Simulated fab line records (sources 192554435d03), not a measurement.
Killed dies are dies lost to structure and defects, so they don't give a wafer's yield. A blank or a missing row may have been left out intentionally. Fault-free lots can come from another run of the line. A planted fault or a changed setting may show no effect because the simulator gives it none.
Split-lot experiment	flow n5_finfet	21 wafers read across 7 lots, on a route 1938 steps long

## THE SPLIT
At N5_BEOL_M7_COAT_05 (resist thk 90 nm), the setting spin_rpm was moved away from the recipe's 1500 rpm on 5 of the 21 wafers read, by -5.9% to +10.4%. The other wafers ran this setting at the recipe's value.

## FROM THE SPLIT TO THE READING: what the file shows between them, 3 steps
- N5_BEOL_M7_EBR_07
- N5_BEOL_M7_SOFTBAKE_06: time 60 s
- N5_BEOL_M7_DESCUM_16: chemistry O2, time 7.9 s

## THE READING
CAR-ArF_of_BEOL_M7_COAT_05.thk_nm (the simulator's own value, which no gauge read), in nm, at N5_BEOL_M7_ETCH_61 (etches SiARC in CF4, target depth 45.5 nm, time 75.8 s). The file does not state a usual value for it. The 16 wafers here that ran the recipe average 50.7 nm, standard deviation 0.24 nm.

wafer	tool, chamber at the split	spin_rpm as run, rpm	against the recipe	CAR-ArF_of_BEOL_M7_COAT_05.thk_nm, nm	against lot-mates on the recipe
L079.1	litho_track-02, 0	1411	-5.9%	54	+3.0
L079.2	litho_track-02, 0	1500	recipe	51	-
L079.5	litho_track-02, 0	1411	-5.9%	53.8	+2.8
L081.1	litho_track-03, 0	1500	recipe	50.8	-
L081.5	litho_track-03, 0	1500	recipe	50.8	-
L081.4	litho_track-03, 0	1500	recipe	50.6	-
L082.2	litho_track-03, 0	1500	recipe	50.2	-
L082.4	litho_track-03, 0	1500	recipe	50.4	-
L082.5	litho_track-03, 0	1656	+10.4%	46.4	-3.9
L086.1	litho_track-02, 0	1500	recipe	50.8	-
L086.5	litho_track-02, 0	1500	recipe	50.8	-
L086.6	litho_track-02, 0	1500	recipe	50.8	-
L087.1	litho_track-03, 0	1500	recipe	50.4	-
L087.2	litho_track-03, 0	1500	recipe	50.6	-
L087.5	litho_track-03, 0	1500	recipe	50.8	-
L090.1	litho_track-02, 0	1500	recipe	50.8	-
L090.6	litho_track-02, 0	1500	recipe	50.8	-
L090.5	litho_track-02, 0	1500	recipe	51	-
L096.2	litho_track-04, 0	1442	-3.9%	52.6	+1.4
L096.6	litho_track-04, 0	1442	-3.9%	52.6	+1.4
L096.5	litho_track-04, 0	1500	recipe	51.2	-

FIT RESULTS
A straight line over all 21 wafers: CAR-ArF_of_BEOL_M7_COAT_05.thk_nm changes by -0.462 nm for each +1% of spin_rpm; r = -0.98; the points scatter about the line by 0.28 nm.
The same after taking each lot's own level away (the mean of its wafers on the recipe; 21 wafers): -0.41 nm for each +1%; r = -0.99; scatter 0.2 nm.
Per that fit: largest spin_rpm move, reading shift of 4.3 nm.
Across the lots, their own levels run from 50.30 to 51.20 nm, a range of 3.7 times the standard deviation given above.
So the slope is not independent of the lot-to-lot level: the two fits are not the same.
Check: for one of the wafers moved furthest among these (+10.4%), held out of the fit, the line's prediction against its lot-mates is -4.74 nm. Against them it came out at -3.9 nm.

## THE OTHER SPLITS THESE WAFERS WENT THROUGH
Note: prior to the reading, these wafers also went through further splits. Each is held against what the fit with the lots' levels taken away leaves over:
other split on the same wafers	wafers away from the commonest value	r with CAR-ArF_of_BEOL_M7_COAT_05.thk_nm (lot level and that fit taken away)
N5_BEOL_M5_COAT_05 spin_rpm	7	+0.43
N5_BEOL_M5_ETCH_72 bias_w	6	-0.35
N5_BEOL_M5_TRENCH_ETCH_37 bias_w	7	+0.03
N5_BEOL_M5_ETCH_41 source_w	6	-0.22

## THE WHOLE CHAIN: every reading that the file lists as answering this split, in the file's order
step	what it does	reading	change (the file's fit)	r (the file's)
N5_BEOL_M7_COAT_05	resist thk 90 nm	CAR-ArF_of_BEOL_M7_COAT_05.thk_nm (the simulator's own value, which no gauge read)	-0.406 nm for each +1% of the setting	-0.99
N5_BEOL_M7_ETCH_61	etches SiARC in CF4, target depth 45.5 nm, time 75.8 s	CAR-ArF_of_BEOL_M7_COAT_05.thk_nm (the simulator's own value, which no gauge read)	-0.399 nm for each +1% of the setting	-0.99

## FILE'S OWN FIT
CAR-ArF_of_BEOL_M7_COAT_05.thk_nm changes by -0.399 nm for each +1% of spin_rpm, r = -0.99.
